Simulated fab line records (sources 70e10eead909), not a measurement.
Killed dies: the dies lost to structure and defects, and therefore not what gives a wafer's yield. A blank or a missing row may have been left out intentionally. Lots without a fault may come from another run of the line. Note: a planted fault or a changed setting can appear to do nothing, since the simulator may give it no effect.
A lot that was struck, set against a sound lot ; flow nandHarc ; 13 out of 1302 route steps
Sound: the wafers L339.2, L339.3, L339.4. Struck: wafer L337.1 (left out: L337.2, L337.6 of the same lot, which were not struck); the cause appears at the end.
Each step with rows lists, per side, the tool, then ch with its chambers, then its first start. Under that, the readings that differ: sound wafers ; struck wafers ; difference of the means ; sigmas: that difference in standard deviations of wafers without a fault.
alike: same words and numbers on both sides, and readings whose means sit less than 2 such deviations apart. not compared: any withheld reading, any reading some wafer has no value for, any bound like >300 that may hide the same value, and any number with overlapping values for which the record gives no deviation.
Wherever a step has rows on one side only, a row that says differs or no value, or a row with sigmas, the two part there. Non-overlapping numbers with no deviation appear without sigmas and do not part them. Lack of a reading on every wafer of one side parts them only where that side has two or more wafers.

NHARC_A_WL_FILL_RTA_01: time 5 s.
  sound on rtpAnneal-02 ch 0, day 23 22:00; struck on rtpAnneal-02 ch 0, day 22 21:19
  alike: lampPowerPct, wafer_temp_C_max
NHARC_A_WL_FILL_ALD_02: deposits TiN, target thk 2 nm, pulse time 3 s, ald cycles 100.
  sound on aldMetal-03 ch 0,1,3, day 23 22:11; struck on aldMetal-03 ch 1, day 22 21:31
  alike: heaterPowerOuterW, heaterPowerW, precursorPulseHeightRel
  not compared: aldCycles
then, 2 steps without rows for these wafers: NHARC_A_WL_FILL_CVD_03 (deposits W, target thk 40 nm, time 279 s); NHARC_A_WL_FILL_ETCHBACK_04 (etches the open film in NF3, target depth 60 nm, time 120 s).
NHARC_A_WL_FILL_ETCHBACK_05: etches the open film in Cl2/BCl3, target depth 22 nm, time 60 s.
  sound on rieMetal-02 ch 0,1, day 23 23:14; struck on rieMetal-01 ch 0, day 22 22:34
  alike: drypumpMotorCurrentA, oesProductAu, tempC
  not compared: rfHoursCounterH
NHARC_A_WL_FILL_STRIP_27: strips in N2/H2, time 20 s.
  sound on plasmaAsher-01 ch 0,1, day 23 23:23; struck on plasmaAsher-02 ch 1, day 22 23:13
  alike: drypumpMotorCurrentA, heaterPowerW, rfReflPowerW, tempC
  not compared: rfHoursCounterH
then, 4 steps without rows for these wafers: NHARC_A_WL_FILL_STRIP_28 (strips in post etch residue remover, time 1200 s); NHARC_A_WL_FILL_PRECLEAN_06 (cleans in DIW, time 300 s); NHARC_A_WL_FILL_SRD_07; NHARC_A_WL_FILL_ANNEAL_08 (time 1800 s).
NHARC_A_WL_FILL_ALD_10: deposits SiO2, target thk 50 nm, pulse time 10 s, ald cycles 500.
  sound on aldHk-01 ch 0,1,2, day 24 05:47; struck on aldHk-03 ch 2, day 23 04:44
reading;sound;struck;difference;sigmas
aldCycles;500 500 500;474;-26;
  alike: heaterPowerOuterW, heaterPowerW, precursorPulseHeightRel
NHARC_A_WL_FILL_ETCHBACK_16: etches the open film in C4F8/O2/Ar, target depth 120 nm, time 24 s.
  sound on rieDiel-02 ch 1,2,3; struck on rieDiel-01 ch 0
reading;sound;struck;difference;sigmas
rfHoursCounterH (h);4.9 4.5 3.9;8.2;+3.8;
  alike: oesProductAu, rfVppV
-- jump in the record: it breaks off in module A_WL_FILL and resumes in module END (first step shown: number 1302 of the route), and 4 days separate the struck wafers' starts before and after --
NHARC_END_SORT_01:
  at this point the record logs the struck wafers (prober-02 ch 0, day 26 23:05) and has no rows for the sound ones

## WHERE THEY PART
NHARC_END_SORT_01 only, going by this record.

WHY: whatever the simulator had introduced
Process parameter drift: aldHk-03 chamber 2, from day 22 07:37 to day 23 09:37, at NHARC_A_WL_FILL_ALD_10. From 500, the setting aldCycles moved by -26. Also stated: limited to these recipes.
